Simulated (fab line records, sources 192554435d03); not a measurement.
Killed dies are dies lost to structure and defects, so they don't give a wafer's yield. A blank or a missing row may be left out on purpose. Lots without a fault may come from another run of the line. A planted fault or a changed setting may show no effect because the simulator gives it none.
Problem report in the 8D (eight disciplines) form, filled by code | flow n5_finfet | the parts of the form that need people (team, actions taken, sign-off) are left out

1. THE PROBLEM
trench_depth_nm at N5_BEOL_M5_OCD_MEAS_38 reads a mean of 63.5 nm on 4 wafers of 2 lots; wafers without a fault read 71.1 nm with a standard deviation of 1.1. That is -6.9 standard deviations from the usual mean.
First seen on wafer L937.4, day 10 12:55, on ocd-01. The record holds 19 wafers of 7 lots with a number at this step. Rule for "out", or "out of limits": more than 4 standard deviations from the usual mean. The other wafers with a number count as sound.

2. WHAT IT IS AND WHAT IT IS NOT
question                    | is                             | is not
which readings at this step | trench_depth_nm                | -
which lots                  | L937, L938                     | L931, L932, L950, L951, L952
which wafers of those lots  | L937.4, L937.5, L938.4, L938.5 | L937.2, L938.1
read on which gauges        | ocd-01, ocd-02                 | -
when                        | from day 10 12:55              | up to then (7 sound wafers); but 8 sound wafers of L938, L950, L951, L952 came after

3. SUSPECTS, AND WHAT RULES EACH OUT
Counting: a tool at a process step up to the reading stays a suspect if it ran every lot that is out. Sound lots after the first of them don't rule it out here, since some wafers of a struck lot are sound.
- the gauge at N5_BEOL_M5_OCD_MEAS_38: ruled out. The wafers that are out were read on 2 gauges (ocd-01, ocd-02).
- rie_diel-04 at N5_BEOL_M5_DESCUM_33 (chemistry O2, time 7 s): kept. It ran every lot that is out, first L937 (day 10 12:29).
- rie_diel-04 at N5_BEOL_M5_TRENCH_ETCH_37 (etches SiCOH lowk in C4F6/O2, target depth 71.652 nm, time 24.7 s): kept. It ran every lot that is out, first L937 (day 10 12:46). Its own readings are out on those wafers: run_length_s.
Left after counting: rie_diel-04 at N5_BEOL_M5_DESCUM_33, rie_diel-04 at N5_BEOL_M5_TRENCH_ETCH_37.

4. THE CAUSE (what the simulator had put in)
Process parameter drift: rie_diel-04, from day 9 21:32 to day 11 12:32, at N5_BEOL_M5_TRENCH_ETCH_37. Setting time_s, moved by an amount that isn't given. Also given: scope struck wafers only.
Counting left 2 suspects, and this tool is among them.

5. THE CHAIN OF EFFECTS, in route order
Each row: a reading whose mean over the struck wafers that have a number lies more than 3 standard deviations from the usual. Only readings for which the record gives a usual standard deviation are gone through. hours: the time from each lot's start at the first step in this table that gives one to its start at this step, as a median over the lots. sigmas: the change in usual standard deviations.
hours | step                      | reading          | usual        | on struck wafers | change | sigmas
0     | N5_BEOL_M5_TRENCH_ETCH_37 | run_length_s     | 48.0 s       | 45.7             | -2.3   | -4.5
0     | N5_BEOL_M5_OCD_MEAS_38    | trench_depth_nm  | 71.1 nm      | 63.5             | -7.5   | -6.9
10    | N5_BEOL_M5_THK_MEAS_53    | M5_THK           | 61.3 nm      | 53.9             | -7.4   | -5.3
10    | N5_BEOL_M5_RS_MEAS_57     | M5_RS            | 0.393 ohm/sq | 0.467            | +0.074 | +6.7
85    | N5_BEOL_M15_RC_MEAS_101   | SERP_M5          | 39.5 ohm/um  | 45.9             | +6.4   | +4.0
85    | N5_BEOL_M15_RC_MEAS_101   | SERP_M5_max_site | 40.9 ohm/um  | 47.8             | +6.9   | +4.1
The process steps in it:
- N5_BEOL_M5_TRENCH_ETCH_37: etches SiCOH lowk in C4F6/O2, target depth 71.652 nm, time 24.7 s.
Readings that are blank on the struck wafers while sound wafers have them: bias_w at N5_BEOL_M5_TRENCH_ETCH_37.
Later measuring or inspecting steps at which every struck wafer that the step has a row for has a number for every such reading, and none has moved that far: N5_BEOL_M5_CD_MEAS_35.

6. WHAT WOULD HAVE CAUGHT IT SOONER
In this record the first reading out of limits at a measuring or inspecting step was taken at day 10 12:55, 15 hours after the fault began at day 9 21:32.
The tool's own readings at N5_BEOL_M5_TRENCH_ETCH_37 were out on every struck wafer that the step has a row for (run_length_s): an alarm limit on them would have fired on the first of those.
Of the lots that are out (2), L938 began N5_BEOL_M5_TRENCH_ETCH_37 on rie_diel-04 after day 10 12:55. A hold on the tool at that time would have spared it.
